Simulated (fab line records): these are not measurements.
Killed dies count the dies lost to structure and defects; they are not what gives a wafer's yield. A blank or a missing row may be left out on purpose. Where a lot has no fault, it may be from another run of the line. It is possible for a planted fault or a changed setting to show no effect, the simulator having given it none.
Chamber matching + flow n5Finfet + N5_BEOL_M7_ETCH_65 on rieDiel-04 has 4 sister chambers
The step etches SiARC in CF4, target depth 15.6 nm, time 26 s. 14 wafers are shown with their chamber, then 7 later ones without.

EACH WAFER AND ITS CHAMBER
| wafer  | chamber | drypumpMotorCurrentA (A) | showerheadPlenumPTorr (Torr) | throttleValvePct (%) |
|--------|---------|--------------------------|------------------------------|----------------------|
| L078.1 | 1       | 5.6                      | 2.15                         | 15.59                |
| L078.2 | 0       | 6.5                      | 2.19                         | 15.84                |
| L078.5 | 1       | 5.6                      | 2.15                         | 15.58                |
| L081.3 | 3       | 5.4                      | 2.19                         | 15.12                |
| L081.4 | 1       | 5.6                      | 2.15                         | 15.58                |
| L081.5 | 3       | 5.4                      | 2.19                         | 15.11                |
| L083.4 | 3       | 5.4                      | 2.19                         | 15.11                |
| L083.5 | 1       | 5.6                      | 2.14                         | 15.60                |
| L083.6 | 2       | 6.4                      | 2.07                         | 16.01                |
| L084.2 | 0       | 6.5                      | 2.19                         | 15.35                |
| L084.4 | 2       | 6.5                      | 2.06                         | 16.00                |
| L084.5 | 2       | 6.5                      | 2.06                         | 16.02                |
| L089.3 | 0       | 6.5                      | 2.18                         | 15.38                |
| L089.4 | 3       | 5.4                      | 2.19                         | 15.14                |

SIGNATURES, as means of the wafers listed above
| reading               | chamber 0 | chamber 1 | chamber 2 | chamber 3 | scatter within a chamber |
|-----------------------|-----------|-----------|-----------|-----------|--------------------------|
| drypumpMotorCurrentA  | 6.500     | 5.600     | 6.467     | 5.400     | 0.0258                   |
| showerheadPlenumPTorr | 2.1867    | 2.1475    | 2.0633    | 2.1900    | 0.00456                  |
| throttleValvePct      | 15.5233   | 15.5875   | 16.0100   | 15.1200   | 0.123                    |
Rule: a wafer's distance from a chamber is the root of the sum, over the readings, of the square of ((its reading less the chamber's mean) divided by the reading's scatter). If the next closest chamber is less than 2 further off than the closest, the wafer can't be placed; otherwise it belongs to the closest. The scatter is the square root of a quotient: the sum, over the shown wafers, of each reading's squared deviation from its chamber's mean, divided by wafers minus chambers.

WAFERS WHOSE CHAMBER IS MISSING
| wafer  | drypumpMotorCurrentA (A) | showerheadPlenumPTorr (Torr) | throttleValvePct (%) |
|--------|--------------------------|------------------------------|----------------------|
| L089.5 | 5.4                      | 2.19                         | 15.16                |
| L095.4 | 5.6                      | 2.14                         | 15.63                |
| L095.5 | 6.5                      | 2.18                         | 15.41                |
| L095.6 | 5.6                      | 2.14                         | 15.64                |
| L097.1 | 5.6                      | 2.14                         | 15.63                |
| L097.3 | 5.4                      | 2.18                         | 15.17                |
| L097.4 | 6.5                      | 2.06                         | 16.04                |

WHICH CHAMBER EACH WENT THROUGH
| wafer  | from the rows above | in truth |
|--------|---------------------|----------|
| L089.5 | 3                   | 3        |
| L095.4 | 1                   | 1        |
| L095.5 | 0                   | 0        |
| L095.6 | 1                   | 1        |
| L097.1 | 1                   | 1        |
| L097.3 | 3                   | 3        |
| L097.4 | 2                   | 2        |
Correct placement for 7 of the 7. Can't be placed from these rows: 0. Wrongly placed: 0.
